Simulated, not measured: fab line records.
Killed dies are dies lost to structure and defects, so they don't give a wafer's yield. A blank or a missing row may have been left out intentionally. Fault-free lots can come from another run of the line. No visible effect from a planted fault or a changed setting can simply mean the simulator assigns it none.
Chamber matching + flow n5-finfet + pecvd-02 running N5_GATE_CUT_PECVD_57: 3 sister chambers
The step deposits SiNx from SiH4/NH3/N2, target thk 21 nm. 6 wafers are shown with their chamber, then 10 later ones without.

== EACH WAFER AND ITS CHAMBER ==
| wafer  | chamber | showerhead-plenum-p-Torr (Torr) | heater-power-w (W) |
|--------|---------|---------------------------------|--------------------|
| L080.1 | 2       | 5.15                            | 606                |
| L080.4 | 2       | 5.14                            | 592                |
| L086.2 | 0       | 5.16                            | 784                |
| L086.6 | 1       | 5.07                            | 915                |
| L088.1 | 1       | 5.07                            | 795                |
| L088.3 | 0       | 5.15                            | 726                |

== WAFERS WITH NO CHAMBER GIVEN ==
| wafer  | showerhead-plenum-p-Torr (Torr) | heater-power-w (W) |
|--------|---------------------------------|--------------------|
| L088.5 | 5.15                            | 717                |
| L089.3 | 5.06                            | 858                |
| L089.5 | 5.06                            | 862                |
| L089.6 | 5.15                            | 660                |
| L097.2 | 5.13                            | 643                |
| L097.5 | 5.14                            | 635                |
| L097.6 | 5.15                            | 769                |
| L096.1 | 5.14                            | 592                |
| L096.5 | 5.14                            | 611                |
| L096.6 | 5.16                            | 655                |

== THE CHAMBER EACH PASSED THROUGH ==
| wafer  | from the rows above     | in truth |
|--------|-------------------------|----------|
| L088.5 | can't be placed: 0 or 2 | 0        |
| L089.3 | 1                       | 1        |
| L089.5 | 1                       | 1        |
| L089.6 | can't be placed: 2 or 0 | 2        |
| L097.2 | 2                       | 2        |
| L097.5 | 2                       | 2        |
| L097.6 | 0                       | 0        |
| L096.1 | 2                       | 2        |
| L096.5 | 2                       | 2        |
| L096.6 | can't be placed: 0 or 2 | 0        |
Placed correctly: 7 of 10. Can't be placed from these rows: 3 (the true chamber is among the candidates in 3). Placed wrongly: 0.
How it was worked out, from the rows above alone: a wafer's distance from a chamber is the root of the sum, over the readings, of the square of ((its reading less the chamber's mean) divided by the reading's scatter). The wafer belongs to the nearest chamber; if the next one is less than 2 further off, it can't be placed. For every chamber, the mean is computed from those of its wafers that are shown. How the scatter is found: for the shown wafers, subtract from each reading the mean of its chamber, square and add these, divide the total by (wafers less chambers), then take the root.
